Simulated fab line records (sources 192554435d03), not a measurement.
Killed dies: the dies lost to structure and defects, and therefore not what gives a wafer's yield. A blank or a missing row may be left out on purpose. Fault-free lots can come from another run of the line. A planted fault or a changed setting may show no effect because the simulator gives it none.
8D (eight disciplines) problem report, filled in by code | flow n5-finfet | the parts of the form that need people (team, actions taken, sign-off) are left out

## 1. WHAT IS WRONG
Wafers without a fault read 60.9 nm, standard deviation 1.1; thk-nm at N5_SD_EPI_P_EPI_MEAS_23 reads a mean of 31.9 nm on 2 wafers belonging to 2 lots. Measured from the usual mean, that is -26 standard deviations.
First observed at day 6 04:16: wafer L873.5, on film-metro-01. The record has a number at this step for 23 wafers belonging to 8 lots. Rule for "out" (also "out of limits"): further than 4 standard deviations from the usual mean. Any other wafer with a number is counted as sound.

## 2. WHAT IT IS, AND WHAT IT ISN'T
question                    | is               | is not
which readings at this step | thk-nm           | -
which lots                  | L873, L875       | L868, L871, L881, L884, L885, L886
which wafers of those lots  | L873.5, L875.5   | L873.2, L873.6, L875.3
read on which gauges        | film-metro-01    | film-metro-02
when                        | from day 6 04:16 | up to then (8 sound wafers); but 13 sound wafers of L875, L881, L884, L885, L886 came after

## 3. WHAT RULES OUT EACH SUSPECT
Counting: a tool at a process step up to the reading stays a suspect if it ran every lot that is out. Sound lots after the first of them don't rule it out here, since some wafers of a struck lot are sound.
- the gauge at N5_SD_EPI_P_EPI_MEAS_23 has been ruled out. All the wafers that are out were read on film-metro-01, but those of them that N5_BEOL_M4_RC_MEAS_101 has rows for are out there too, on other tools.
- plasma-asher-02 at N5_SD_EPI_P_STRIP_40 (strips in N2/H2): kept. Ran every lot that is out, first one L873 (day 6 01:34); last sound lot up to then L871 (day 5 12:42).
- epi-rpcvd-01 at N5_SD_EPI_P_EPI_21 (deposits SiGe:B, time 355 s): kept. Ran every lot that is out, first one L873 (day 6 02:26); last sound lot up to then L871 (day 5 13:13).
Left after counting: plasma-asher-02 at N5_SD_EPI_P_STRIP_40, epi-rpcvd-01 at N5_SD_EPI_P_EPI_21.

## 4. THE CAUSE (what the simulator had put in)
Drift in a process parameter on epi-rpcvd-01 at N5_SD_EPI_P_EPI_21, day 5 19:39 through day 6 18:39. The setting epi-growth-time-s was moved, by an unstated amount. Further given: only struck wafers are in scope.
Of the 2 suspects that counting leaves, this tool is one.

## 5. THE EFFECT CHAIN, in route order
Rows list readings where the struck wafers' mean (over those with a number) sits beyond 3 standard deviations from the usual. Only readings whose record carries a usual standard deviation are examined. hours: median over the lots of the time between each lot's start at the first step of this table that gives one and its start at this step. sigmas: the change, counted in usual standard deviations.
hours | step                        | reading          | usual        | on struck wafers | change | sigmas
0     | N5_SD_EPI_P_EPI_MEAS_23     | thk-nm           | 60.9 nm      | 31.9             | -29.0  | -26
1     | N5_SD_ACTIVATION_RS_MEAS_03 | RS_SD_P          | 55.8 ohm/sq  | 108.0            | +52.2  | +72
117   | N5_BEOL_M4_RC_MEAS_101      | IOFF_P           | 0.204 nA/um  | 0.114            | -0.089 | -3.3
117   | N5_BEOL_M4_RC_MEAS_101      | IOFF_P_85C       | 3.6 nA/um    | 2.2              | -1.4   | -3.6
117   | N5_BEOL_M4_RC_MEAS_101      | IOFF_P_LIN       | 0.098 nA/um  | 0.053            | -0.045 | -4.1
117   | N5_BEOL_M4_RC_MEAS_101      | ION_P            | 459 uA/um    | 411              | -48    | -7.7
117   | N5_BEOL_M4_RC_MEAS_101      | REXT_P           | 100.0 ohm.um | 121.9            | +21.9  | +13
117   | N5_BEOL_M4_RC_MEAS_101      | RS_SD_P          | 65.5 ohm/sq  | 126.9            | +61.4  | +72
117   | N5_BEOL_M4_RC_MEAS_101      | VT_P             | -251 mV      | -268             | -18    | -5.3
117   | N5_BEOL_M4_RC_MEAS_101      | VT_P_LVT         | -99.2 mV     | -118.7           | -19.5  | -7.2
220   | N5_PASSIVATION_PROBE_49     | sort_bin_8_speed | 0.00 %       | 89.70            | +89.70 | +99 or more
220   | N5_PASSIVATION_PROBE_49     | sort-n-pass      | 1074         | 22               | -1052  | -58
220   | N5_PASSIVATION_PROBE_49     | sort-yield-pct   | 91.0 %       | 1.9              | -89.0  | -59
Process steps it contains:
- N5_PASSIVATION_PROBE_49

## 6. HOW IT WOULD HAVE BEEN CAUGHT EARLIER
The first out-of-limits reading at a measuring or inspecting step in this record came at day 6 04:16, 9 hours after the fault's start at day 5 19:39.
Tool readings at N5_SD_EPI_P_EPI_21 with a usual standard deviation given in the record: none out on any struck wafer, hence no alarm at a limit of 4 standard deviations on them.
Among the 2 lots that are out, L875 began N5_SD_EPI_P_EPI_21 on epi-rpcvd-01 after day 6 04:16. Holding the tool at that time would have saved it.
